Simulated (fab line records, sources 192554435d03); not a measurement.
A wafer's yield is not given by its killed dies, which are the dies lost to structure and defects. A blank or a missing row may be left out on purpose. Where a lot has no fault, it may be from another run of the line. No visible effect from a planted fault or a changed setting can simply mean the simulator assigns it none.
fab line records | flow n5Finfet | part 2 of 2: steps 16 to 25 of 25
record lots=5 | wafers=15 | lastDay=16
route steps=1938 shown BEOL_M0_CUTY@707 BEOL_M0@715
lots that met no fault: from a run of the same line without faults
startH: hours from the record's first day to the start of the lot's first wafer shown | waitH: how many hours have passed since the lot's step before this one | " unchanged from the row above | L1.1+2: a single row standing in for several wafers | - either no value or no given start | * or withheld: withheld | < > ~ a bound
route shown NAME@n: NAME is a module with steps in the file, n the number in the route of the first one | usual: the fault-free wafers' mean and standard deviation | same: alike in all rows | chamber/n: place in a boat | sites: per-site readings | _std_site: the values' standard deviation | _edge_site: the outer-site mean with the inner-site mean subtracted | radiusMm: how far each site lies from the wafer's centre | mask NAME#n: copy n | behind: the most recent tool/chamber to have shaped the wafer | hold: reason for holding the lot/hours on hold/outcome of the hold | device: transistor that didn't switch, given as n, p or np | end of line: tests run on the same wafers once the route is complete | for a step that has no rows: nothing shown but its recipe | killed: dies that structure and defects cost at the first sort, which is not the same as the wafer's yield | map: a wafer's dies, marking killed ones x, the rest . and places with no die _
set.NAME: the setting that was run; set.NAME@STEP: the one run at that earlier step | model.NAME: the simulator's own value behind a step, which no gauge read
lots at some steps of the route; a table a step, a row a wafer
services: when a tool's chamber went out of use (startH, in hours from the record's first day, below 0 if earlier), for how many hours, and the reason
## steps
# step N5_BEOL_M0_STRIP_142
# recipe chemistry=N2/H2 | timeS=10 | powerW=450 | tempC=40 | pressureMtorr=20 | rfFrequencyHz=6e+07 | biasPowerW=7 | n2FlowSccm=200 | h2FlowSccm=200
# usual drypumpMotorCurrentA=5.5/0.37 | oesProductAu=0.79/0.096 | rfVppV=59.2/0.86 | showerheadPlenumPTorr=2.54/0.085 | throttleValvePct=23.57/0.28
lot.wafer | tool       | chamber | startH | waitH | drypumpMotorCurrentA | oesProductAu | rfHoursCounterH | rfVppV | showerheadPlenumPTorr | throttleValvePct
L074.1    | rieDiel-01 | 3       | 125.59 | 0.0   | 5.9                  | 0.73         | 185             | 59.5   | 2.64                  | 23.76
L074.3    | "          | 0       | "      | "     | 6.0                  | 0.97         | 18              | 59.3   | 2.47                  | 23.35
L074.6    | "          | 3       | "      | "     | 5.9                  | 0.72         | -               | 58.5   | 2.64                  | 23.75
L075.3    | rieDiel-05 | 3       | 129.18 | 0.0   | 5.0                  | 0.72         | 203             | 59.3   | 2.61                  | 23.23
L075.4    | "          | 0       | "      | "     | 4.9                  | 0.73         | 181             | 59.3   | 2.44                  | 23.81
L075.6    | "          | 0       | "      | "     | 4.9                  | 0.73         | -               | 59.0   | 2.44                  | 23.83
L080.1    | rieDiel-05 | 1       | 152.86 | 0.0   | 5.5                  | 0.82         | 64              | 59.7   | 2.47                  | 23.49
L080.2    | "          | 2       | "      | "     | 5.7                  | 0.77         | 137             | 58.5   | 2.35                  | 24.32
L080.5    | "          | 2       | "      | "     | 5.7                  | 0.77         | -               | 59.6   | 2.35                  | 24.32
L081.1    | rieDiel-01 | 2       | 159.63 | 0.0   | 5.4                  | 0.85         | 62              | 59.3   | 2.56                  | 23.30
L081.2    | "          | 0       | "      | "     | 6.0                  | 0.94         | 31              | 60.4   | 2.47                  | 23.39
L081.5    | "          | 0       | "      | "     | 6.0                  | 0.94         | -               | 58.1   | 2.47                  | 23.39
L091.1    | rieDiel-05 | 3       | 220.77 | 0.0   | 5.0                  | 0.70         | 233             | 59.8   | 2.60                  | 23.28
L091.3    | "          | 1       | "      | "     | 5.6                  | 0.78         | 87              | 58.0   | 2.46                  | 23.54
L091.5    | "          | 3       | "      | "     | 5.0                  | 0.69         | -               | 58.5   | 2.60                  | 23.29
# step N5_BEOL_M0_OCD_MEAS_108
# usual trenchDepthNm=32.7/0.78
lot.wafer | tool   | chamber | startH | waitH | trenchDepthNm
L074.1    | ocd-02 | -       | 125.67 | 0.1   | 31.9
L074.3    | "      | -       | "      | "     | 32.4
L074.6    | "      | -       | "      | "     | 32.5
L075.3    | ocd-01 | -       | 129.27 | 0.1   | 33.8
L075.4    | "      | -       | "      | "     | 33.0
L075.6    | "      | -       | "      | "     | 33.7
L080.1    | ocd-02 | -       | 152.95 | 0.1   | 31.1
L080.2    | "      | -       | "      | "     | 33.4
L080.5    | "      | -       | "      | "     | 33.3
L081.1    | ocd-01 | -       | 159.71 | 0.1   | 33.5
L081.2    | "      | -       | "      | "     | 33.0
L081.5    | "      | -       | "      | "     | 32.4
L091.1    | ocd-02 | -       | 220.85 | 0.1   | 33.0
L091.3    | "      | -       | "      | "     | 31.4
L091.5    | "      | -       | "      | "     | 33.3
# step N5_BEOL_M0_HM_STRIP_129
# recipe chemistry=peroxideTinStrip | material=TiN | targetDepthA=170 | tempC=50 | timeS=108
lot.wafer  | tool        | chamber | startH | waitH
L074.1+3+6 | wetBench-02 | 0,4,6   | 125.70 | 0.0
L075.3+4+6 | wetBench-04 | 4,1,6   | 129.30 | 0.0
L080.1+2+5 | wetBench-03 | 1,3,4   | 152.98 | 0.0
L081.1+2+5 | wetBench-02 | 0,4,1   | 159.74 | 0.0
L091.1+3+5 | wetBench-04 | 5,2,6   | 220.89 | 0.0
# step N5_BEOL_M0_SRD_130
# recipe timeS=30 | tempC=23 | rinseLiquid=diw | dry=ipaMarangoni
lot.wafer  | tool        | chamber | startH | waitH
L074.1+3+6 | wetBench-02 | 0,4,6   | 125.73 | 0.0
L075.3+4+6 | wetBench-04 | 4,1,6   | 129.33 | 0.0
L080.1+2+5 | wetBench-03 | 1,3,4   | 153.01 | 0.0
L081.1+2+5 | wetBench-02 | 0,4,1   | 159.77 | 0.0
L091.1+3+5 | wetBench-04 | 5,2,6   | 220.92 | 0.0
# step N5_BEOL_M0_ETCH_109
# recipe chemistry=CH3F/O2 | targetDepthA=80 | overetchA=24 | target=SiCN | timeS=27.4 | ionEnergyEv=120 | pressureMtorr=30 | sourceW=395 | biasW=75 | Ar_flow_sccm=150 | CH3F_flow_sccm=30 | O2_flow_sccm=20
# usual O2_flow_sccm=20.00/0.06 | drypumpMotorCurrentA=5.5/0.37 | oesProductAu=0.67/0.075 | rfVppV=297.0/1.8 | showerheadPlenumPTorr=1.99/0.082 | throttleValvePct=16.36/0.25
lot.wafer | tool       | chamber | startH | waitH | O2_flow_sccm | drypumpMotorCurrentA | oesProductAu | rfHoursCounterH | rfVppV | showerheadPlenumPTorr | throttleValvePct
L074.1    | rieDiel-04 | 0       | 126.07 | 0.3   | 20.11        | 6.0                  | 0.60         | 244             | 297.9  | 2.08                  | 16.52
L074.3    | "          | 3       | "      | "     | 20.02        | 5.0                  | 0.60         | 240             | 298.2  | 2.05                  | 16.28
L074.6    | "          | 2       | "      | "     | 20.06        | 5.6                  | 0.63         | -               | 298.7  | 2.08                  | 16.75
L075.3    | rieDiel-01 | 0       | 129.37 | 0.0   | 20.03        | 6.0                  | 0.81         | 19              | 297.2  | 1.95                  | 15.98
L075.4    | "          | 3       | "      | "     | 20.06        | 5.9                  | 0.63         | 186             | 298.4  | 2.07                  | 16.42
L075.6    | "          | 0       | "      | "     | 20.03        | 6.0                  | 0.83         | -               | 296.6  | 1.95                  | 15.97
L080.1    | rieDiel-05 | 3       | 153.06 | 0.0   | 19.95        | 5.0                  | 0.60         | 211             | 298.0  | 2.05                  | 16.36
L080.2    | "          | 2       | "      | "     | 19.97        | 5.7                  | 0.65         | 137             | 295.2  | 1.85                  | 16.69
L080.5    | "          | 2       | "      | "     | 20.04        | 5.7                  | 0.65         | -               | 294.5  | 1.85                  | 16.70
L081.1    | rieDiel-05 | 2       | 159.96 | 0.2   | 20.01        | 5.7                  | 0.67         | 140             | 294.1  | 1.84                  | 16.70
L081.2    | "          | 1       | "      | "     | 20.07        | 5.6                  | 0.70         | 66              | 296.4  | 1.95                  | 16.09
L081.5    | "          | 1       | "      | "     | 20.05        | 5.6                  | 0.70         | -               | 294.0  | 1.95                  | 16.09
L091.1    | rieDiel-05 | 2       | 220.96 | 0.0   | 20.00        | 5.7                  | 0.67         | 158             | 293.9  | 1.84                  | 16.71
L091.3    | "          | 0       | "      | "     | 20.09        | 4.8                  | 0.60         | 210             | 295.8  | 1.88                  | 16.43
L091.5    | "          | 1       | "      | "     | 20.02        | 5.6                  | 0.69         | -               | 294.6  | 1.94                  | 16.14
# step N5_BEOL_M0_STRIP_139
# recipe chemistry=postEtchResidueRemover | timeS=60 | tempC=25 | removerPh=withheld | removerWaterWtPct=withheld | removerFluorideWtPct=withheld
lot.wafer  | tool        | chamber | startH | waitH
L074.1+3+6 | wetBench-04 | 4,5,6   | 126.34 | 0.2
L075.3+4+6 | wetBench-02 | 2,3,0   | 129.48 | 0.1
L080.1+2+5 | wetBench-03 | 3,1,4   | 153.16 | 0.1
L081.1+2+5 | wetBench-03 | 3,2,6   | 160.06 | 0.1
L091.1+3+5 | wetBench-04 | 7,1,3   | 221.07 | 0.1
# step N5_BEOL_M0_SRD_111
# recipe timeS=30 | tempC=23 | rinseLiquid=diw | dry=ipaMarangoni
lot.wafer  | tool        | chamber | startH | waitH
L074.1+3+6 | wetBench-04 | 4,5,6   | 126.35 | 0.0
L075.3+4+6 | wetBench-02 | 2,3,0   | 129.50 | 0.0
L080.1+2+5 | wetBench-03 | 3,1,4   | 153.18 | 0.0
L081.1+2+5 | wetBench-03 | 3,2,6   | 160.09 | 0.0
L091.1+3+5 | wetBench-04 | 7,1,3   | 221.09 | 0.0
# step N5_BEOL_M0_DEGAS_112
# recipe ambient=vacuum | tempC=250 | timeS=60
# usual heaterPowerW=326/22
lot.wafer | tool          | chamber | startH | waitH | heaterPowerW
L074.1    | pvdSputter-03 | -       | 127.07 | 0.7   | 287
L074.3    | "             | -       | "      | "     | 313
L074.6    | "             | -       | "      | "     | 325
L075.3    | pvdSputter-01 | -       | 129.86 | 0.3   | 326
L075.4    | "             | -       | "      | "     | 358
L075.6    | "             | -       | "      | "     | 317
L080.1    | pvdSputter-02 | -       | 154.12 | 0.9   | 354
L080.2    | "             | -       | "      | "     | 306
L080.5    | "             | -       | "      | "     | 314
L081.1    | pvdSputter-02 | -       | 160.13 | 0.0   | 372
L081.2    | "             | -       | "      | "     | 302
L081.5    | "             | -       | "      | "     | 313
L091.1    | pvdSputter-02 | -       | 221.22 | 0.1   | 314
L091.3    | "             | -       | "      | "     | 307
L091.5    | "             | -       | "      | "     | 302
# step N5_BEOL_M0_PRE_CLEAN_113
# recipe gas=H2/He | timeS=30 | tempC=250
# usual heaterPowerW=327/22
lot.wafer | tool          | chamber | startH | waitH | heaterPowerW
L074.1    | pvdSputter-03 | -       | 127.11 | 0.0   | 287
L074.3    | "             | -       | "      | "     | 324
L074.6    | "             | -       | "      | "     | 328
L075.3    | pvdSputter-01 | -       | 129.90 | 0.0   | 330
L075.4    | "             | -       | "      | "     | 356
L075.6    | "             | -       | "      | "     | 328
L080.1    | pvdSputter-02 | -       | 154.16 | 0.0   | 347
L080.2    | "             | -       | "      | "     | 297
L080.5    | "             | -       | "      | "     | 304
L081.1    | pvdSputter-02 | -       | 160.17 | 0.0   | 368
L081.2    | "             | -       | "      | "     | 300
L081.5    | "             | -       | "      | "     | 315
L091.1    | pvdSputter-02 | -       | 221.26 | 0.0   | 311
L091.3    | "             | -       | "      | "     | 304
L091.5    | "             | -       | "      | "     | 311
# step N5_BEOL_M0_ALD_136
# recipe material=TaN | targetThkA=* | tempC=275 | aldPrecursorFamily=PDMAT | aldCoReactant=NH3 | pressureTorr=3 | carrierFlowSccm=1500 | pulseTimeS=2 | purgeTimeS=3 | coReactantPurgeTimeS=2 | coReactantPulseTimeS=3 | aldCycles=30 | precursorVesselTempC=75 | precursorVesselPressureTorr=26.25 | precursorVesselCarrierSccm=1000
# usual heaterPowerOuterW=238/35 | heaterPowerW=423/64
lot.wafer | tool        | chamber | startH | waitH | heaterPowerOuterW | heaterPowerW
L074.1    | aldMetal-01 | 3       | 127.33 | 0.2   | 191               | 329
L074.3    | "           | 1       | "      | "     | 306               | 555
L074.6    | "           | 2       | "      | "     | 222               | 406
L075.3    | aldMetal-01 | 3       | 129.96 | 0.0   | 194               | 338
L075.4    | "           | 1       | "      | "     | 318               | 549
L075.6    | "           | 1       | "      | "     | 326               | 555
L080.1    | aldMetal-01 | 3       | 154.22 | 0.0   | 185               | 344
L080.2    | "           | 1       | "      | "     | 315               | 551
L080.5    | "           | 3       | "      | "     | 189               | 327
L081.1    | aldMetal-02 | 0       | 160.27 | 0.1   | 256               | 485
L081.2    | "           | 3       | "      | "     | 275               | 489
L081.5    | "           | 1       | "      | "     | 256               | 455
L091.1    | aldMetal-02 | 0       | 221.32 | 0.0   | 261               | 472
L091.3    | "           | 3       | "      | "     | 274               | 487
L091.5    | "           | 2       | "      | "     | 206               | 377
## services
tool          | chamber | startH | hours | kind
pvdSputter-01 | -       | 113.29 | 2.6   | repair
pvdSputter-01 | -       | 116.88 | 4.3   | repair
rieDiel-04    | 0       | 146.67 | -     | clean
rieDiel-04    | 0       | 146.67 | -     | consumableReplace:focusRing
rieDiel-04    | 0       | 146.67 | 13.9  | scheduledDown
rieDiel-04    | 0       | 146.67 | 13.9  | ventCycle
rieDiel-05    | 0       | 148.21 | 4.6   | repair
rieDiel-04    | 3       | 160.57 | -     | clean
rieDiel-04    | 3       | 160.57 | -     | consumableReplace:focusRing
rieDiel-04    | 3       | 160.57 | 28.2  | scheduledDown
rieDiel-04    | 3       | 160.57 | 28.2  | ventCycle
aldMetal-02   | -       | 186.28 | 0.5   | repair
rieDiel-01    | 3       | 195.47 | 16.5  | repair
rieDiel-04    | 1       | 196.86 | -     | clean
rieDiel-04    | 1       | 196.86 | -     | consumableReplace:focusRing
rieDiel-04    | 1       | 196.86 | -     | consumableReplace:showerhead
rieDiel-04    | 1       | 196.86 | 14.6  | scheduledDown
rieDiel-04    | 1       | 196.86 | 14.6  | ventCycle
rieDiel-04    | 0       | 199.60 | 4.3   | repair
rieDiel-04    | 2       | 211.62 | -     | clean
rieDiel-04    | 2       | 211.62 | -     | consumableReplace:focusRing
rieDiel-04    | 2       | 211.62 | 19.5  | scheduledDown
rieMetal-03   | -       | 218.58 | 4.9   | repair
wetBench-03   | -       | 220.90 | 0.9   | repair
